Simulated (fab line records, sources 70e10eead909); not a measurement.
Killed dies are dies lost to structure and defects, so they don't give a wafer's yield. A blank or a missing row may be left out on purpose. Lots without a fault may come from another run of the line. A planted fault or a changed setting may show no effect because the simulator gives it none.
fab line records | flow nand_harc
record lots=13 wafers=37 last_day=33
route steps=1302 shown A_BLC@1132 A_M0@1145 END@1302
lots that met no fault: from a run of the same line without faults
start_h: hours from the record's first day to the start of the lot's first wafer shown | wait_h: hours since the lot's step before | " the same as in the row above | L1.1+2: a row that stands for several wafers | - no value, or no start given | * or withheld: withheld | < > ~ a bound
route shown NAME@n: a module of which the file shows steps, and the number in the route of the first | usual: mean/standard deviation of fault-free wafers | same: alike in all rows | chamber/n: place in a boat | sites: the reading at each site | _std_site: their standard deviation | _edge_site: outer sites' mean less inner sites' | radius_mm: how far each site lies from the wafer's centre | mask NAME#n: copy n | behind: the tool/chamber that last shaped the wafer | hold: why the lot was held/for how many hours/how that ended | device: the transistor (n, p or np) that didn't switch | end of line: the same wafers' tests at the end of the route | a step without rows: its recipe alone | killed: dies lost to structure and defects at the first sort, not the wafer's yield | map: a wafer's dies, x killed, . not, _ none there
set.NAME: the setting as run; set.NAME@STEP: as run at that earlier step | model.NAME: the simulator's own value behind a step, which no gauge read
steps of the route over a sample of lots; a table a step, a row a wafer
services: from which hour (start_h, from the record's first day; less than 0 if before it) a tool's chamber was out of use, for how many hours, and why
## steps
# step NHARC_A_BLC_CVD_24
# recipe target_thk_a=1500 temp_c=300 pressure_torr=40 wf6_flow_sccm=40 h2_flow_sccm=1600 ar_flow_sccm=1560 time_s=434 material=W
# usual heater_power_outer_w=256/11 heater_power_w=467/28 throttle_valve_pct=7.8/0.31
# columns lot.wafer tool chamber start_h wait_h heater_power_outer_w heater_power_w throttle_valve_pct
L385.1 cvd_w-01 1 - - 252 497 7.1
L385.3 " 1 " " 258 502 7.2
L385.5 " 0 " " 256 439 8.0
L384.1 cvd_w-02 0 - - 277 499 8.0
L384.2 " 1 " " 262 436 7.9
L384.4 " 0 " " 272 483 8.0
L386.1 cvd_w-01 1 - - 247 487 7.4
L386.3 " 1 " " 243 490 7.2
L386.4 " 1 " " 246 485 7.6
L389.2 cvd_w-02 0 - - 272 484 7.8
L389.4 " 1 " " 255 425 7.9
L389.5 " 0 " " 278 497 7.7
L391.2 cvd_w-02 0 - - 273 494 7.8
L394.4 cvd_w-01 1 - - 246 489 7.4
L394.6 " 1 " " 244 495 7.4
L394.5 " 0 " " 255 449 8.0
L401.2 cvd_w-01 1 - - 247 497 7.6
L401.4 " 0 " " 248 434 8.1
L401.6 " 0 " " 253 441 8.0
L399.4 cvd_w-01 1 - - 248 492 7.6
L399.5 " 1 " " 245 497 7.5
L399.6 " 0 " " 252 442 7.9
L402.3 cvd_w-01 1 - - 243 503 7.9
L402.5 " 1 " " 246 497 7.5
L402.6 " 0 " " 259 441 8.1
L406.2 cvd_w-02 0 - - 265 474 8.2
L406.3 " 0 " " 271 471 7.9
L406.4 " 1 " " 256 432 8.0
L403.1 cvd_w-01 0 - - 266 444 8.1
L403.4 " 0 " " 266 422 8.1
L403.3 " 1 " " 253 493 7.3
L404.1 cvd_w-02 1 - - 257 411 8.1
L404.3 " 1 " " 259 438 8.0
L404.5 " 0 " " 269 468 8.1
L405.2 cvd_w-01 0 - - 264 441 7.8
L405.1 " 1 " " 247 484 7.5
L405.5 " 0 " " 262 456 8.0
# step NHARC_A_M0_PEB_07
# recipe peb_temp_c=100 peb_time_s=65
# usual exhaust_pa=45.3/0.87 heater_power_total_W=156.7/0.42 plate_temp_C=99.97/0.13
# columns lot.wafer tool chamber start_h wait_h exhaust_pa heater_power_total_W plate_temp_C
L385.1 litho_track-04 0 529.00 0.1 43.7 156.3 100.02
L385.3 " 0 " " 44.2 157.0 99.76
L385.5 " 0 " " 44.3 156.0 99.90
L384.1 litho_track-04 0 532.11 0.1 46.6 156.1 100.26
L384.2 " 0 " " 46.8 157.1 99.92
L384.4 " 0 " " 45.4 156.7 100.06
L386.1 litho_track-01 0 564.07 0.1 45.6 157.2 100.02
L386.3 " 0 " " 46.6 156.7 99.76
L386.4 " 0 " " 44.9 155.9 99.99
L389.2 litho_track-06 0 585.57 0.1 45.9 157.2 99.83
L389.4 " 0 " " 45.7 156.1 99.78
L389.5 " 0 " " 45.7 157.1 99.70
L391.2 litho_track-04 0 615.92 0.1 45.7 155.9 99.46
L394.4 litho_track-04 0 629.21 0.0 44.5 155.8 99.32
L394.5 " 0 " " 46.6 155.0 99.38
L394.6 " 0 " " 44.6 155.7 99.38
L401.2 litho_track-06 0 698.45 0.1 46.6 157.1 99.82
L401.4 " 0 " " 46.9 157.0 99.86
L401.6 " 0 " " 45.3 157.1 99.75
L399.4 litho_track-06 0 702.95 0.0 44.8 157.1 99.93
L399.5 " 0 " " 47.3 156.4 100.14
L399.6 " 0 " " 47.0 156.8 99.96
L402.3 litho_track-04 0 712.85 0.0 46.2 157.1 99.89
L402.5 " 0 " " 47.1 157.1 99.80
L402.6 " 0 " " 45.8 157.1 99.89
L406.2 litho_track-04 0 740.14 0.1 44.7 156.6 100.00
L406.3 " 0 " " 44.6 156.4 99.95
L406.4 " 0 " " 45.3 156.2 100.20
L403.1 litho_track-04 0 744.74 0.1 45.6 157.1 99.93
L403.3 " 0 " " 45.0 156.6 100.22
L403.4 " 0 " " 44.7 156.1 99.89
L404.1 litho_track-04 0 745.63 0.1 44.1 157.2 99.81
L404.3 " 0 " " 44.9 156.6 99.90
L404.5 " 0 " " 46.3 156.8 99.86
L405.1 litho_track-06 0 751.37 0.1 44.9 157.1 100.15
L405.2 " 0 " " 44.4 156.0 99.82
L405.5 " 0 " " 45.9 157.1 100.07
# step NHARC_A_M0_INSPECT_11
# usual raw_defect_count=83/36
# columns lot.wafer tool chamber start_h wait_h raw_defect_count
L385.1 defect_inspect-02 - 529.21 0.0 72
L385.3 " - " " 76
L385.5 " - " " 75
L384.1 defect_inspect-01 - 532.32 0.0 92
L384.2 " - " " 91
L384.4 " - " " 107
L386.1 defect_inspect-02 - 564.27 0.0 76
L386.3 " - " " 74
L386.4 " - " " 72
L389.2 defect_inspect-01 - 585.78 0.0 76
L389.4 " - " " 66
L389.5 " - " " 62
L391.2 defect_inspect-02 - 616.13 0.0 74
L394.4 defect_inspect-02 - 629.41 0.0 150
L394.5 " - " " 126
L394.6 " - " " 132
L401.2 defect_inspect-01 - 698.66 0.0 77
L401.4 " - " " 87
L401.6 " - " " 92
L399.4 defect_inspect-02 - 703.16 0.0 64
L399.5 " - " " 59
L399.6 " - " " 62
L402.3 defect_inspect-01 - 713.06 0.0 79
L402.5 " - " " 77
L402.6 " - " " 80
L406.2 defect_inspect-02 - 740.34 0.0 85
L406.3 " - " " 80
L406.4 " - " " 90
L403.1 defect_inspect-01 - 744.94 0.0 15
L403.3 " - " " 21
L403.4 " - " " 30
L404.1 defect_inspect-02 - 745.84 0.0 135
L404.3 " - " " 131
L404.5 " - " " 134
L405.1 defect_inspect-01 - 751.57 0.0 75
L405.2 " - " " 82
L405.5 " - " " 68
# step NHARC_A_M0_PRE_CLEAN_29
# recipe time_s=30 temp_c=280 gas=H2/He
# usual heater_power_w=400/41
# columns lot.wafer tool chamber start_h wait_h heater_power_w
L385.1 pvd_sputter-01 - - - 381
L385.3 " - " " 376
L385.5 " - " " 391
L384.4 pvd_sputter-02 - - - 450
L384.2 " - " " 431
L384.1 " - " " 404
L386.4 pvd_sputter-03 - - - 346
L386.3 " - " " 482
L386.1 " - " " 359
L389.2 pvd_sputter-03 - - - 349
L389.4 " - " " 345
L389.5 " - " " 483
L391.2 pvd_sputter-03 - - - 489
L394.4 pvd_sputter-02 - - - 435
L394.5 " - " " 387
L394.6 " - " " 356
L401.4 pvd_sputter-02 - - - 425
L401.2 " - " " 478
L401.6 " - " " 395
L399.4 pvd_sputter-01 - - - 386
L399.6 " - " " 415
L399.5 " - " " 379
L402.3 pvd_sputter-01 - - - 405
L402.5 " - " " 406
L402.6 " - " " 380
L406.4 pvd_sputter-01 - - - 384
L406.3 " - " " 367
L406.2 " - " " 407
L403.1 pvd_sputter-02 - - - 420
L403.4 " - " " 379
L403.3 " - " " 473
L404.1 pvd_sputter-03 - - - 408
L404.3 " - " " 348
L404.5 " - " " 409
L405.2 pvd_sputter-03 - - - 356
L405.1 " - " " 409
L405.5 " - " " 352
# step NHARC_END_SORT_01
# recipe temp_c=25
# usual defect_limited_yield=91.5/2.7 killed_at_array=52/19 killed_at_other=0.9/1.3 killed_at_periphery=4/3.1 killed_dies=57/18 killed_open=3.2/1.7 killed_short=2.3/1.4 sort_bin_2_pct=2.9/1.2 sort_bin_3_pct=0.6/0.42 sort_bin_4_pct=4.9/1.5 sort_n_pass=620/18 sort_rim_yield_pct=93/4.3 sort_yield_pct=91.5/2.7
# same gross_dies=677 sort_bin_5_pct[%]=0 sort_bin_6_pct[%]=0 sort_bin_7_pct[%]=0 sort_bin_8_pct[%]=0 sort_rim_n_gross=106.00
# columns lot.wafer tool chamber start_h wait_h defect_limited_yield[%] killed_at_array killed_at_other killed_at_periphery killed_dies killed_open killed_short sort_bin_2_pct[%] sort_bin_3_pct[%] sort_bin_4_pct[%] sort_n_pass sort_rim_yield_pct[%] sort_yield_pct[%]
L389.2 prober-01 0 626.69 2.8 91.6 54 2 1 57 5 3 3.0 1.2 4.3 620 99 91.6
L389.4 prober-01 0 628.28 3.4 92.9 45 1 2 48 3 3 2.5 0.4 4.1 629 100 92.9
L389.5 prober-01 0 629.08 3.7 92.0 52 0 2 54 4 3 2.1 1.0 4.9 623 94 92.0
L404.1 prober-01 0 784.41 2.5 89.1 73 0 1 74 3 3 3.4 1.2 6.4 603 90 89.1
L404.3 prober-01 0 785.98 3.1 90.8 59 1 2 62 4 1 3.0 1.3 4.9 615 90 90.8
L404.5 prober-01 0 787.56 3.6 91.0 58 0 3 61 4 1 3.7 0.4 4.9 616 86 91.0
# killed by level:class
L389.2 A_CHANNEL_HOLE_D2:chamber_film_flake=34 A_STAIRCASE:chamber_film_flake=4 A_ONON_D1:geometric_particle:short=2 A_SLIT:chamber_film_flake=2 THIN_TSV:chamber_film_flake=2 A_M0:chamber_film_flake=2 P_M2:geometric_particle:open=1 A_DECK1_JOINT:geometric_particle:short=1
L389.4 A_CHANNEL_HOLE_D2:chamber_film_flake=33 A_M0:chamber_film_flake=3 A_CONTACT:chamber_film_flake=2 P_M0:geometric_particle:open=1 A_ONON_D1:geometric_particle:open=1 A_DECK1_JOINT:geometric_particle:short=1 A_CHANNEL_FILL_D2:geometric_particle:open=1 A_WL_FILL:geometric_particle:short=1
L389.5 A_CHANNEL_HOLE_D2:chamber_film_flake=31 A_WL_FILL:chamber_film_flake=6 A_M0:geometric_particle:short=2 A_ZERO_WELL:chamber_film_flake=2 A_SLIT:chamber_film_flake=2 P_CONTACT:geometric_particle:open=1 A_ONON_D1:geometric_particle:open=1 A_ONON_D2:geometric_particle:open=1
L404.1 A_SLIT:chamber_film_flake=31 A_CHANNEL_HOLE_D1:chamber_film_flake=16 A_CHANNEL_HOLE_D2:chamber_film_flake=14 A_CONTACT:chamber_film_flake=4 A_CHANNEL_FILL_D2:chamber_film_flake=3 P_CONTACT:geometric_particle:open=1 A_SOURCE_PLATE:geometric_particle:short=1 A_ONON_D1:geometric_particle:short=1
L404.3 A_CHANNEL_HOLE_D2:chamber_film_flake=26 A_SLIT:chamber_film_flake=14 A_CHANNEL_HOLE_D1:chamber_film_flake=7 A_CONTACT:chamber_film_flake=6 P_GATE:chamber_film_flake=2 A_SOURCE_PLATE:geometric_particle:short=1 A_DECK1_JOINT:geometric_particle:open=1 A_CONTACT:geometric_particle:open=1
L404.5 A_CHANNEL_HOLE_D1:chamber_film_flake=21 A_SLIT:chamber_film_flake=11 A_CONTACT:chamber_film_flake=10 A_CHANNEL_HOLE_D2:chamber_film_flake=8 A_CHANNEL_FILL_D2:chamber_film_flake=3 A_SOURCE_PLATE:geometric_particle:open=1 A_ONON_D1:geometric_particle:open=1 A_ONON_D2:geometric_particle:short=1
## services
# columns tool chamber start_h hours kind
litho_track-01 - 505.00 7.0 pm
pvd_sputter-03 - 526.05 10.0 pm
litho_track-06 - 529.00 7.0 pm
cvd_w-01 - 547.00 13.0 pm
cvd_w-01 0 547.00 21.1 vent_cycle
cvd_w-01 1 547.00 13.0 vent_cycle
litho_track-04 - 553.00 7.0 pm
pvd_sputter-02 - 556.41 0.5 repair
cvd_w-01 1 560.00 - clean
cvd_w-01 0 577.12 4.9 repair
pvd_sputter-01 - 582.97 10.0 pm
cvd_w-02 - 631.35 13.0 pm
pvd_sputter-02 - 638.00 10.0 pm
pvd_sputter-03 - 671.58 1.1 repair
pvd_sputter-01 - 674.90 4.6 repair
litho_track-01 - 680.00 7.0 pm
pvd_sputter-01 - 694.64 2.8 repair
pvd_sputter-03 - 703.25 4.3 repair
litho_track-06 - 704.00 7.0 pm
pvd_sputter-03 - 707.56 10.0 pm
cvd_w-01 - 728.00 13.0 pm
litho_track-04 - 728.00 7.0 pm
cvd_w-02 - 732.43 0.3 repair
pvd_sputter-03 - 742.65 3.8 repair
## key
first_sign step=NHARC_A_M0_PEB_07 reading=plate_temp_C direction=down sigmas=4.6 usual=* struck=*
effect step=NHARC_A_M0_PEB_07 reading=heater_power_total_W direction=down sigmas=2.6 usual=* struck=*
met_at NHARC_A_M0_PEB_07
struck_lots L391,L394
loop_trim step=NHARC_A_M0_EXPOSE_06 setting=dose lots=L394
not_acting_at NHARC_A_BLC_CVD_24,NHARC_A_M0_INSPECT_11,NHARC_A_M0_PRE_CLEAN_29
onset_between 532.11 615.92
fault kind=process_parameter_drift tool=litho_track-04 chamber=- onset_h=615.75 steps=NHARC_A_M0_PEB_07 channel=peb_temp_c offset=* shape=step end_h=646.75 acts_in=* stated=*
# loop_trim: a control loop set the setting to another value than it would have without faults
